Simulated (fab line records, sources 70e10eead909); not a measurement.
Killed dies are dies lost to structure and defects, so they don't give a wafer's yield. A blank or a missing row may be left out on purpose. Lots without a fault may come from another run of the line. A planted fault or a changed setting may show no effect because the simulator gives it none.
fab line records | flow nand_harc
record lots=5 wafers=15 last_day=25
route steps=1159 shown A_STAIRCASE@729 A_SGD_CUT@747 END@1159
lots that met no fault: from a run of the same line without faults
start_h: hours from the record's first day to the start of the lot's first wafer shown | wait_h: hours since the lot's step before | " the same as in the row above | L1.1+2: a row that stands for several wafers | - no value, or no start given | * or withheld: withheld | < > ~ a bound
route shown NAME@n: a module of which the file shows steps, and the number in the route of the first | usual: mean/standard deviation of fault-free wafers | same: alike in all rows | chamber/n: place in a boat | sites: the reading at each site | _std_site: their standard deviation | _edge_site: outer sites' mean less inner sites' | radius_mm: how far each site lies from the wafer's centre | mask NAME#n: copy n | behind: the tool/chamber that last shaped the wafer | hold: why the lot was held/for how many hours/how that ended | device: the transistor (n, p or np) that didn't switch | end of line: the same wafers' tests at the end of the route | a step without rows: its recipe alone | killed: dies lost to structure and defects at the first sort, not the wafer's yield | map: a wafer's dies, x killed, . not, _ none there
set.NAME: the setting as run; set.NAME@STEP: as run at that earlier step | model.NAME: the simulator's own value behind a step, which no gauge read
lots at some steps of the route; a table a step, a row a wafer
services: from which hour (start_h, from the record's first day; less than 0 if before it) a tool's chamber was out of use, for how many hours, and why
## steps
# step NHARC_A_STAIRCASE_STRIP_446
# recipe power_w=1500 temp_c=250 chemistry=O2
# usual drypump_motor_current_A=5.8/0.52 heater_power_w=355/20 temp_c=249.98/0.19
# columns lot.wafer tool chamber start_h wait_h drypump_motor_current_A heater_power_w rf_hours_counter_h temp_c
L783.2 plasma_asher-02 0 287.98 0.0 5.2 379 35 250.21
L783.4 " 0 " " 5.2 385 - 250.03
L783.3 " 1 " " 6.5 372 - 250.09
L787.2 plasma_asher-02 1 322.93 0.0 6.5 374 47 249.85
L787.3 " 0 " " 5.2 377 - 249.96
L787.6 " 1 " " 6.5 371 - 249.95
L791.1 plasma_asher-01 0 362.08 0.0 5.7 329 23 250.30
L791.3 " 0 " " 5.7 337 - 250.18
L791.5 " 1 " " 5.6 336 - 249.82
L789.3 plasma_asher-01 0 363.12 0.4 5.7 334 - 250.14
L789.6 " 0 " " 5.7 334 - 250.17
L789.5 " 1 " " 5.7 340 - 249.90
L800.2 plasma_asher-02 0 407.07 0.0 5.2 378 11 249.75
L800.6 " 0 " " 5.2 383 - 250.06
L800.5 " 1 " " 6.5 361 - 249.94
# step NHARC_A_STAIRCASE_STRIP_447
# recipe time_s=900 temp_c=130 chemistry=SPM
# step NHARC_A_STAIRCASE_PRECLEAN_448
# recipe time_s=* temp_c=50 bath_age_min=0 chemistry=SC1
# step NHARC_A_STAIRCASE_SRD_449
# step NHARC_A_STAIRCASE_CMP_450
# recipe target_thk_nm=200 material=SiO2
# step NHARC_A_STAIRCASE_CMP_152
# step NHARC_A_STAIRCASE_SRD_154
# step NHARC_A_STAIRCASE_ETCH_403
# recipe target_depth_a=1082 chemistry=dHF material=SiO2
# step NHARC_A_STAIRCASE_ETCHBACK_422
# recipe target_depth_a=400 over_etch_frac=0.3 time_s=74.286 ion_energy_ev=120 ch3f_flow_sccm=50 o2_flow_sccm=30 ar_flow_sccm=200 rf_w=500 bias_w=100 chemistry=CH3F/O2
# usual drypump_motor_current_A=5.4/0.36 oes_product_au=0.97/0.036 rf_fwd_power_W=495.8/1.7 rf_vpp_V=244.3/1.8 showerhead_plenum_p_Torr=2.45/0.11 throttle_valve_pct=20.664/0.0096
# same time_s=74.286
# columns lot.wafer tool chamber start_h wait_h drypump_motor_current_A oes_product_au rf_fwd_power_W rf_hours_counter_h rf_vpp_V showerhead_plenum_p_Torr throttle_valve_pct
L783.4 rie_diel-09 0 289.33 0.2 4.8 0.92 496.3 9 241.0 2.33 20.663
L783.2 " 1 " " 5.4 0.92 497.8 9 248.3 2.66 20.666
L783.3 " 2 " " 5.3 0.98 495.5 8 244.7 2.48 20.666
L787.3 rie_diel-11 1 324.28 0.1 5.7 0.94 495.8 46 246.8 2.48 20.688
L787.2 " 3 " " 5.7 0.92 493.5 49 243.5 2.40 20.668
L787.6 " 2 " " 5.8 0.93 498.1 - 243.7 2.40 20.677
L791.1 rie_diel-09 2 363.42 0.1 5.3 0.92 496.4 33 245.0 2.47 20.659
L791.3 " 3 " " 5.2 0.94 496.1 39 243.6 2.46 20.680
L791.5 " 2 " " 5.3 0.93 492.5 - 244.0 2.47 20.659
L789.3 rie_diel-09 3 364.36 0.1 5.3 0.94 494.5 39 245.2 2.46 20.667
L789.6 " 3 " " 5.2 0.94 493.6 - 243.9 2.46 20.675
L789.5 " 2 " " 5.3 0.92 495.8 - 245.3 2.47 20.656
L800.2 rie_diel-09 3 408.43 0.1 5.3 0.98 494.2 54 243.3 2.46 20.673
L800.6 " 1 " " 5.4 0.96 498.5 - 246.2 2.64 20.632
L800.5 " 2 " " 5.3 0.97 495.7 - 244.9 2.46 20.676
# step NHARC_A_STAIRCASE_ETCH_423
# recipe target_depth_a=300 chemistry=dHF material=SiO2
# step NHARC_A_STAIRCASE_ETCHBACK_157
# recipe target_depth_a=900 over_etch_frac=0.3 time_s=167.14 ion_energy_ev=120 ch3f_flow_sccm=50 o2_flow_sccm=30 ar_flow_sccm=200 rf_w=500 bias_w=100 chemistry=CH3F/O2
# usual drypump_motor_current_A=5.4/0.35 oes_product_au=0.983/0.029 rf_fwd_power_W=497.6/1.7 rf_vpp_V=244.4/1.6 showerhead_plenum_p_Torr=2.45/0.11 throttle_valve_pct=20.664/0.0092
# same time_s=167.14
# columns lot.wafer tool chamber start_h wait_h drypump_motor_current_A oes_product_au rf_fwd_power_W rf_hours_counter_h rf_vpp_V showerhead_plenum_p_Torr throttle_valve_pct
L783.4 rie_diel-11 2 289.69 0.1 5.8 0.929 497.7 36 242.8 2.41 20.672
L783.3 " 3 " " 5.8 0.930 493.4 36 243.7 2.40 20.674
L783.2 " 0 " " 5.5 0.926 497.1 37 242.6 2.31 20.670
L787.3 rie_diel-11 2 324.68 0.2 5.8 0.988 501.0 49 244.4 2.40 20.665
L787.2 " 3 " " 5.7 0.981 498.7 49 245.2 2.40 20.665
L787.6 " 1 " " 5.7 0.977 497.5 - 244.8 2.48 20.655
L791.1 rie_diel-09 1 363.80 0.2 5.4 0.972 498.3 31 247.5 2.65 20.662
L791.3 " 2 " " 5.3 0.970 494.7 33 244.5 2.47 20.668
L791.5 " 3 " " 5.2 0.981 494.4 - 246.0 2.46 20.667
L789.3 rie_diel-13 3 364.76 0.1 6.5 0.997 499.2 27 246.2 2.65 20.669
L789.5 " 2 " " 5.7 1.008 500.3 - 242.6 2.31 20.660
L789.6 " 3 " " 6.6 0.988 500.6 - 245.6 2.65 20.667
L800.2 rie_diel-11 1 408.78 0.2 5.7 1.004 496.1 12 244.9 2.47 20.653
L800.5 " 0 " " 5.5 1.009 497.5 - 242.5 2.30 20.674
L800.6 " 1 " " 5.7 1.007 497.4 - 244.8 2.47 20.674
# step NHARC_A_STAIRCASE_STRIP_475
# recipe time_s=20 o2_flow_sccm=500 ar_flow_sccm=0 bias_w=0 chemistry=O2
# step NHARC_A_STAIRCASE_DEP_471
# recipe target_thk_a=1000 temp_c=400 pressure_torr=6.5 rf_w=900 teos_flow_sccm=161.4 flow_sccm=2650 target_thk_nm=100 gas=O2 material=SiO2
# usual heater_power_w=539/81 rf_fwd_power_W=896/3.5 throttle_valve_pct=16.0/0.43
# columns lot.wafer tool chamber start_h wait_h heater_power_w rf_fwd_power_W throttle_valve_pct
L783.2 pecvd-01 1 290.00 - 500 897 16.2
L783.3 " 2 " " 659 887 16.0
L783.4 " 1 " " 506 897 16.0
L787.3 pecvd-03 0 324.92 - 440 900 15.9
L787.2 " 2 " " 602 894 15.6
L787.6 " 0 " " 435 900 15.7
L791.3 pecvd-01 0 364.13 - 557 899 15.9
L791.1 " 2 " " 528 898 15.8
L791.5 " 1 " " 437 895 16.1
L789.3 pecvd-02 2 365.08 - 564 895 15.7
L789.6 " 1 " " 572 886 17.0
L789.5 " 2 " " 563 896 15.3
L800.2 pecvd-03 0 409.04 - 476 897 16.5
L800.5 " 0 " " 491 897 16.5
L800.6 " 1 " " 423 900 15.8
# step NHARC_A_STAIRCASE_CMP_472
# recipe material=SiO2
# step NHARC_A_STAIRCASE_SRD_474
# step NHARC_A_SGD_CUT_DEP_00
# recipe target_thk_a=500 temp_c=400 target_thk_nm=50 flow_sccm=200 rf_w=450 material=SiNx
# step NHARC_A_SGD_CUT_DEHYDRATE_01
# recipe temp_c=150 time_s=120
# step NHARC_A_SGD_CUT_HMDS_02
# recipe time_s=30
# step NHARC_A_SGD_CUT_COAT_56
# recipe temp_c=260 time_s=75
# step NHARC_A_SGD_CUT_COAT_57
# recipe temp_c=225 time_s=65
# step NHARC_A_SGD_CUT_COAT_03
# recipe spin_rpm=1500 resist_thk_nm=90
# step NHARC_A_SGD_CUT_SOFTBAKE_04
# recipe temp_c=105 time_s=55
# step NHARC_A_SGD_CUT_EBR_05
# step NHARC_A_SGD_CUT_EXPOSE_06
# recipe na=1.35 dose_mj=85.59 mask_id=SGD
# step NHARC_A_SGD_CUT_PEB_07
# recipe peb_temp_c=100 peb_time_s=65
# step NHARC_A_SGD_CUT_DEVELOP_08
# recipe develop_time_s=35 dev_temp_c=23
# step NHARC_A_SGD_CUT_CD_MEAS_09
# recipe target_cd_nm=100 landing_energy_ev=500
# usual cd_nm=99.9/0.49
# same landing_energy_ev=500
# columns lot.wafer tool chamber start_h wait_h cd_nm
L783.2 cd_sem-02 0 291.42 - 99.4
L783.3 " 0 " " 99.5
L783.4 " 0 " " 99.7
L787.2 cd_sem-01 0 326.33 - 100.1
L787.3 " 0 " " 100.0
L787.6 " 0 " " 100.0
L791.1 cd_sem-02 0 365.40 - 100.1
L791.3 " 0 " " 100.4
L791.5 " 0 " " 100.7
L789.3 cd_sem-03 0 366.46 - 99.2
L789.5 " 0 " " 98.9
L789.6 " 0 " " 99.7
L800.2 cd_sem-02 0 410.45 - 99.8
L800.5 " 0 " " 99.8
L800.6 " 0 " " 99.9
# step NHARC_A_SGD_CUT_OVL_MEAS_10
# usual overlay_x_nm=0.1/0.92 overlay_y_nm=0.0/0.74
# columns lot.wafer tool chamber start_h wait_h overlay_x_nm overlay_y_nm
L783.2 overlay-02 - 291.51 - 1.4 -0.4
L783.3 " - " " 1.4 -0.2
L783.4 " - " " 1.2 -0.5
L787.2 overlay-01 - 326.42 - 0.6 1.6
L787.3 " - " " 0.7 0.8
L787.6 " - " " 0.7 0.8
L791.1 overlay-02 - 365.49 - 0.1 -0.9
L791.3 " - " " -0.1 -0.9
L791.5 " - " " 0.0 -0.5
L789.3 overlay-01 - 366.54 - 0.4 0.2
L789.5 " - " " 0.7 0.3
L789.6 " - " " 1.0 -0.9
L800.2 overlay-02 - 410.53 - 0.3 -0.5
L800.5 " - " " 0.7 -0.3
L800.6 " - " " 0.0 -0.2
# step NHARC_A_SGD_CUT_DESCUM_14
# recipe time_s=3 o2_flow_sccm=200 ar_flow_sccm=0 bias_power_w=0 chemistry=O2
# usual drypump_motor_current_A=5.5/0.4 oes_product_au=1.000/0.0082 rf_vpp_V=57.9/0.84 showerhead_plenum_p_Torr=1.92/0.083 throttle_valve_pct=11.313/0.0099
# same time_s=3
# columns lot.wafer tool chamber start_h wait_h drypump_motor_current_A oes_product_au rf_hours_counter_h rf_vpp_V showerhead_plenum_p_Torr throttle_valve_pct
L783.4 rie_diel-05 1 291.60 0.1 6.2 1.007 7 57.3 1.90 11.317
L783.2 " 3 " " 5.1 1.019 8 56.7 1.93 11.301
L783.3 " 0 " " 5.2 1.024 8 57.6 1.89 11.306
L787.3 rie_diel-06 1 326.52 0.1 6.2 1.000 7 57.9 2.05 11.302
L787.2 " 2 " " 5.6 0.980 11 57.4 1.90 11.307
L787.6 " 0 " " 5.8 1.008 - 56.5 1.78 11.312
L791.3 rie_diel-06 1 365.61 0.1 6.1 0.995 9 57.8 2.05 11.314
L791.1 " 2 " " 5.6 0.991 13 56.8 1.90 11.301
L791.5 " 3 " " 5.1 0.989 - 59.6 2.04 11.318
L789.3 rie_diel-05 2 366.64 0.1 5.1 0.993 1 57.0 1.81 11.303
L789.5 " 2 " " 5.1 1.014 - 57.3 1.81 11.334
L789.6 " 3 " " 5.2 0.995 - 56.9 1.93 11.315
L800.2 rie_diel-05 0 410.66 0.1 5.1 1.006 3 57.8 1.89 11.317
L800.5 " 1 " " 6.2 0.987 - 57.8 1.89 11.321
L800.6 " 2 " " 5.1 1.005 - 58.2 1.81 11.319
# step NHARC_A_SGD_CUT_ETCH_58
# recipe target_depth_a=390 over_etch_frac=0.3 time_s=65 ion_energy_ev=80 cf4_flow_sccm=150 ar_flow_sccm=0 rf_w=300 bias_w=100 chemistry=CF4
# usual drypump_motor_current_A=5.5/0.4 oes_product_au=1.001/0.0074 rf_fwd_power_W=297.2/1.2 rf_vpp_V=151.4/1.1 showerhead_plenum_p_Torr=1.78/0.071 throttle_valve_pct=13.284/0.0089
# same time_s=65
# columns lot.wafer tool chamber start_h wait_h drypump_motor_current_A oes_product_au rf_fwd_power_W rf_hours_counter_h rf_vpp_V showerhead_plenum_p_Torr throttle_valve_pct
L783.2 rie_diel-05 0 291.70 0.1 5.1 1.015 298.2 8 149.2 1.75 13.286
L783.3 " 1 " " 6.2 1.001 297.6 7 150.0 1.75 13.271
L783.4 " 2 " " 5.1 1.013 295.5 8 151.0 1.68 13.286
L787.3 rie_diel-06 0 326.60 0.1 5.8 1.008 296.7 9 151.2 1.65 13.298
L787.2 " 2 " " 5.6 0.990 295.3 11 151.4 1.76 13.275
L787.6 " 1 " " 6.1 1.001 299.4 - 153.0 1.89 13.297
L791.1 rie_diel-06 0 365.68 0.1 5.8 1.006 297.2 11 150.4 1.65 13.279
L791.3 " 1 " " 6.1 1.009 299.0 9 153.2 1.89 13.284
L791.5 " 3 " " 5.1 0.998 297.5 - 152.2 1.88 13.275
L789.3 rie_diel-05 2 366.74 0.1 5.1 0.999 296.7 1 150.8 1.68 13.292
L789.6 " 0 " " 5.1 1.002 299.2 - 150.5 1.75 13.269
L789.5 " 1 " " 6.2 1.002 297.8 - 149.8 1.75 13.281
L800.2 rie_diel-05 1 410.73 0.1 6.2 0.996 297.6 3 150.6 1.75 13.284
L800.6 " 2 " " 5.1 1.000 295.1 - 150.6 1.68 13.274
L800.5 " 3 " " 5.2 0.991 298.0 - 151.2 1.78 13.285
# step NHARC_A_SGD_CUT_ETCH_59
# recipe target_depth_a=2600 over_etch_frac=0.25 time_s=406.25 ion_energy_ev=200 n2_flow_sccm=150 h2_flow_sccm=150 ar_flow_sccm=0 rf_w=400 bias_w=150 chemistry=N2/H2
# step NHARC_A_SGD_CUT_ETCH_15
# recipe target_depth_a=750 time_s=64.3 ch3f_flow_sccm=50 o2_flow_sccm=30 ar_flow_sccm=200 rf_w=500 bias_w=100 chemistry=CH3F/O2
# step NHARC_A_SGD_CUT_ETCH_16
# recipe target_depth_a=3105 time_s=155.2 c4f8_flow_sccm=withheld o2_flow_sccm=8 ar_flow_sccm=withheld rf_w=600 bias_w=800 chemistry=C4F8/O2/Ar
# step NHARC_A_SGD_CUT_STRIP_60
# recipe c4f8_flow_sccm=withheld o2_flow_sccm=8 ar_flow_sccm=withheld bias_w=0 chemistry=C4F8/O2/Ar
# step NHARC_A_SGD_CUT_STRIP_17
# recipe o2_flow_sccm=500 ar_flow_sccm=0 bias_w=0 chemistry=O2
# step NHARC_A_SGD_CUT_PRECLEAN_18
# recipe time_s=* temp_c=50 bath_age_min=0 chemistry=SC1
# step NHARC_A_SGD_CUT_SRD_19
# step NHARC_END_SORT_01
# recipe temp_c=25
# usual killed_at_array=28/11 killed_at_other=0.9/1.2 killed_at_periphery=2.6/2.1 killed_dies=31/11 killed_open=3.1/1.7 killed_short=1.9/1.3
# same gross_dies=677
# columns lot.wafer tool chamber start_h wait_h killed_at_array killed_at_other killed_at_periphery killed_dies killed_open killed_short
L800.5 prober-02 0 609.29 3.7 91 0 5 96 1 1
L800.6 prober-02 0 610.09 4.0 39 0 1 40 3 3
# killed by level:class
L800.5 A_STAIRCASE:unspecified=57 A_CHANNEL_HOLE_D1:chamber_film_flake=17 A_SLIT:chamber_film_flake=8 A_CONTACT:chamber_film_flake=7 P_M2:chamber_film_flake=2 P_CONTACT:geometric_particle:short=1 A_CHANNEL_FILL_D1:geometric_particle:open=1 P_ZERO_WELL:chamber_film_flake=1
L800.6 A_CHANNEL_HOLE_D1:chamber_film_flake=18 A_SLIT:chamber_film_flake=12 A_CHANNEL_FILL_D1:geometric_particle:short=3 A_CONTACT:chamber_film_flake=2 A_ONON_D1:geometric_particle:open=1 A_CONTACT:geometric_particle:open=1 A_M0:geometric_particle:open=1 P_M2:chamber_film_flake=1
# map L800.5 (x killed, . not)
____________.____________
_________......._________
_______..........._______
______...x.........______
_____.x.xx.........._____
____xxxx........xx...____
____x.xxxx...........____
___xx.xxx.............___
___.x.xxx.............___
__xx.x..x.x............__
__xxxx.x.......x.......__
_xxxxx.....x....x......._
_xxxx..xxx.......x......_
_xxxx..................._
_xxxx..................._
_xxxxx.................._
xxxxxx.........x.........
xxxxx....................
xxxx.....................
xxxxx....................
xxxx.....................
_xxx.....x.............._
_......................._
_......................._
_......................._
_....x.................._
__.....................__
__...x.................__
___...x...............___
___....x..............___
____.................____
____.................____
_____..............._____
______.............______
_______..........._______
_________......._________
____________.____________
# map L783.2 (x killed, . not)
____________.____________
_________......._________
_______..........._______
______..x..........______
_____..............._____
____..x..x...........____
____.xx.x............____
___..xxxx.x...........___
___....x..............___
__......x...x.....x....__
__.....x.......x.......__
_................x.x..x._
_.......x..............._
_.....................x._
_...........x..........._
_......................._
.........................
.........................
........x................
.........................
.........................
_......................._
_......................._
_.......x..............._
_......................._
_......................._
__.....................__
__.....................__
___...................___
___...................___
____.................____
____.................____
_____..............._____
______.............______
_______..........._______
_________......._________
____________.____________
## services
# columns tool chamber start_h hours kind
rie_diel-05 0 270.60 - clean
rie_diel-05 1 270.60 - clean
rie_diel-05 2 270.60 - clean
rie_diel-05 3 270.60 - clean
plasma_asher-01 - 276.00 9.0 pm
rie_diel-13 - 276.20 9.0 pm
rie_diel-09 1 290.16 10.6 repair
pecvd-03 - 292.00 13.0 pm
rie_diel-05 0 295.10 - clean
rie_diel-05 1 295.10 - clean
rie_diel-05 2 295.10 - clean
rie_diel-05 3 295.10 - clean
pecvd-03 0 308.58 4.4 repair
pecvd-02 1 314.05 2.2 repair
pecvd-02 - 317.25 0.3 repair
rie_diel-05 2 331.45 1.7 repair
pecvd-02 - 334.00 13.0 pm
rie_diel-05 - 340.60 9.0 pm
rie_diel-09 - 350.67 2.0 repair
plasma_asher-02 - 360.35 9.0 pm
rie_diel-11 - 366.68 9.0 pm
plasma_asher-01 - 372.53 2.9 repair
rie_diel-13 2 394.58 8.5 repair
rie_diel-06 3 409.83 5.7 repair
## key
first_sign step=NHARC_END_SORT_01 reading=killed_dies direction=up sigmas=6 usual=31 struck=96
effect step=NHARC_END_SORT_01 reading=killed_at_array direction=up sigmas=5.9 usual=28 struck=91
more_kills_born_at NHARC_A_STAIRCASE_ETCHBACK_157@rie_diel-11=57
met_at NHARC_A_STAIRCASE_ETCHBACK_157
struck_wafers L800.5
tester_left_out L800
onset_between 289.69 408.78
fault kind=chamber_particle_source tool=rie_diel-11 chamber=0 onset_h=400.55 steps=NHARC_A_STAIRCASE_ETCHBACK_157 rate_per_visit_cm2=2.034 end_h=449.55
# tester_left_out: of these lots the tester's yield and bins aren't shown, on N5 and GAA mostly nor the transistor test; their killed dies are dies lost to structure and defects alone, not to doping, threshold or leakage, so they don't give the yield
